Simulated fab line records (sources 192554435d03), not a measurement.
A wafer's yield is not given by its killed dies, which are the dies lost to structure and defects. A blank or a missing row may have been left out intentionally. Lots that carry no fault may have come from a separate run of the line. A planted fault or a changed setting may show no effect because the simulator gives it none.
Lot-split experiment / flow n5_finfet / 7 lots, 21 wafers read, on a route of 1938 steps

ON THE SPLIT
At N5_BEOL_M12_DEP_53 (deposits SiCN from 3MS/NH3, target thk 30 nm, time 10.5 s), the setting time_s was moved away from the recipe's 10.5 s on 3 of the 21 wafers read, by -8.3% to +12.2%. The other wafers ran this setting at the recipe's value.

Reading taken at the split's own step.

THE READING
SiCN_of_BEOL_M12_DEP_53.thk_nm (the simulator's own value, which no gauge read), in nm, at N5_BEOL_M12_DEP_53 (deposits SiCN from 3MS/NH3, target thk 30 nm, time 10.5 s). There is no usual value for it anywhere in the file. The 18 wafers here that ran the recipe average 30.1 nm, standard deviation 0.49 nm.

wafer=L074.1; tool, chamber at the split=pecvd-01, 0; time_s as run, s=10.5; against the recipe=recipe; SiCN_of_BEOL_M12_DEP_53.thk_nm, nm=29.8; against lot-mates on the recipe=-
wafer=L074.4; tool, chamber at the split=pecvd-01, 2; time_s as run, s=9.629; against the recipe=-8.3%; SiCN_of_BEOL_M12_DEP_53.thk_nm, nm=28; against lot-mates on the recipe=-1.8
wafer=L074.5; tool, chamber at the split=pecvd-01, 0; time_s as run, s=9.629; against the recipe=-8.3%; SiCN_of_BEOL_M12_DEP_53.thk_nm, nm=27.8; against lot-mates on the recipe=-2.0
wafer=L080.3; tool, chamber at the split=pecvd-01, 0; time_s as run, s=10.5; against the recipe=recipe; SiCN_of_BEOL_M12_DEP_53.thk_nm, nm=29.4; against lot-mates on the recipe=-
wafer=L080.5; tool, chamber at the split=pecvd-01, 1; time_s as run, s=10.5; against the recipe=recipe; SiCN_of_BEOL_M12_DEP_53.thk_nm, nm=29.2; against lot-mates on the recipe=-
wafer=L080.6; tool, chamber at the split=pecvd-01, 0; time_s as run, s=10.5; against the recipe=recipe; SiCN_of_BEOL_M12_DEP_53.thk_nm, nm=29.6; against lot-mates on the recipe=-
wafer=L083.1; tool, chamber at the split=pecvd-04, 0; time_s as run, s=10.5; against the recipe=recipe; SiCN_of_BEOL_M12_DEP_53.thk_nm, nm=30.2; against lot-mates on the recipe=-
wafer=L083.2; tool, chamber at the split=pecvd-04, 2; time_s as run, s=10.5; against the recipe=recipe; SiCN_of_BEOL_M12_DEP_53.thk_nm, nm=30.8; against lot-mates on the recipe=-
wafer=L083.6; tool, chamber at the split=pecvd-04, 0; time_s as run, s=10.5; against the recipe=recipe; SiCN_of_BEOL_M12_DEP_53.thk_nm, nm=30.6; against lot-mates on the recipe=-
wafer=L081.1; tool, chamber at the split=pecvd-01, 0; time_s as run, s=10.5; against the recipe=recipe; SiCN_of_BEOL_M12_DEP_53.thk_nm, nm=29.4; against lot-mates on the recipe=-
wafer=L081.2; tool, chamber at the split=pecvd-01, 2; time_s as run, s=11.78; against the recipe=+12.2%; SiCN_of_BEOL_M12_DEP_53.thk_nm, nm=33.4; against lot-mates on the recipe=+3.8
wafer=L081.5; tool, chamber at the split=pecvd-01, 1; time_s as run, s=10.5; against the recipe=recipe; SiCN_of_BEOL_M12_DEP_53.thk_nm, nm=29.8; against lot-mates on the recipe=-
wafer=L084.3; tool, chamber at the split=pecvd-01, 2,1; time_s as run, s=10.5; against the recipe=recipe; SiCN_of_BEOL_M12_DEP_53.thk_nm, nm=30.4; against lot-mates on the recipe=-
wafer=L084.5; tool, chamber at the split=pecvd-01, 2,1; time_s as run, s=10.5; against the recipe=recipe; SiCN_of_BEOL_M12_DEP_53.thk_nm, nm=30.4; against lot-mates on the recipe=-
wafer=L084.4; tool, chamber at the split=pecvd-01, 2; time_s as run, s=10.5; against the recipe=recipe; SiCN_of_BEOL_M12_DEP_53.thk_nm, nm=30.8; against lot-mates on the recipe=-
wafer=L090.3; tool, chamber at the split=pecvd-03, 0; time_s as run, s=10.5; against the recipe=recipe; SiCN_of_BEOL_M12_DEP_53.thk_nm, nm=29.8; against lot-mates on the recipe=-
wafer=L090.4; tool, chamber at the split=pecvd-03, 0,1; time_s as run, s=10.5; against the recipe=recipe; SiCN_of_BEOL_M12_DEP_53.thk_nm, nm=30; against lot-mates on the recipe=-
wafer=L090.5; tool, chamber at the split=pecvd-03, 0,1; time_s as run, s=10.5; against the recipe=recipe; SiCN_of_BEOL_M12_DEP_53.thk_nm, nm=30; against lot-mates on the recipe=-
wafer=L097.1; tool, chamber at the split=pecvd-01, 2; time_s as run, s=10.5; against the recipe=recipe; SiCN_of_BEOL_M12_DEP_53.thk_nm, nm=30.4; against lot-mates on the recipe=-
wafer=L097.4; tool, chamber at the split=pecvd-01, 0; time_s as run, s=10.5; against the recipe=recipe; SiCN_of_BEOL_M12_DEP_53.thk_nm, nm=29.8; against lot-mates on the recipe=-
wafer=L097.6; tool, chamber at the split=pecvd-01, 2; time_s as run, s=10.5; against the recipe=recipe; SiCN_of_BEOL_M12_DEP_53.thk_nm, nm=30.8; against lot-mates on the recipe=-
If several chambers appear in one row, that row covers several wafers at once and the file leaves open which wafer was in which chamber.

THE FIT
A straight line over all 21 wafers: SiCN_of_BEOL_M12_DEP_53.thk_nm changes by +0.268 nm for each +1% of time_s; r = +0.91; the points scatter about the line by 0.48 nm.
The same after taking each lot's own level away (the mean of its wafers on the recipe; 21 wafers): +0.273 nm for each +1%; r = +0.97; scatter 0.27 nm.
That fit puts the effect of the largest move of time_s on the reading at 3.3 nm.
From 29.40 to 30.53 nm: that is the span of the lots' own levels, equal to 2.3 times the standard deviation above.
The two slopes are in agreement: the lot-to-lot level therefore moves the slope only a little.
Check: for one of the wafers moved furthest among these (+12.2%), held out of the fit, the line's prediction against its lot-mates is +2.79 nm. It came out at +3.8 nm against them.

ADDITIONAL SPLITS CARRIED BY THESE WAFERS
These wafers also went through other splits before the reading. Each is held against what the fit with the lots' levels taken away leaves over:
other split on the same wafers=N5_BEOL_M11_EXPOSE_08 dose_mj; wafers away from the commonest value=6; r with SiCN_of_BEOL_M12_DEP_53.thk_nm (lot level and that fit taken away)=-0.14

FILE'S OWN FIT
SiCN_of_BEOL_M12_DEP_53.thk_nm changes by +0.286 nm for each +1% of time_s, r = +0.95.
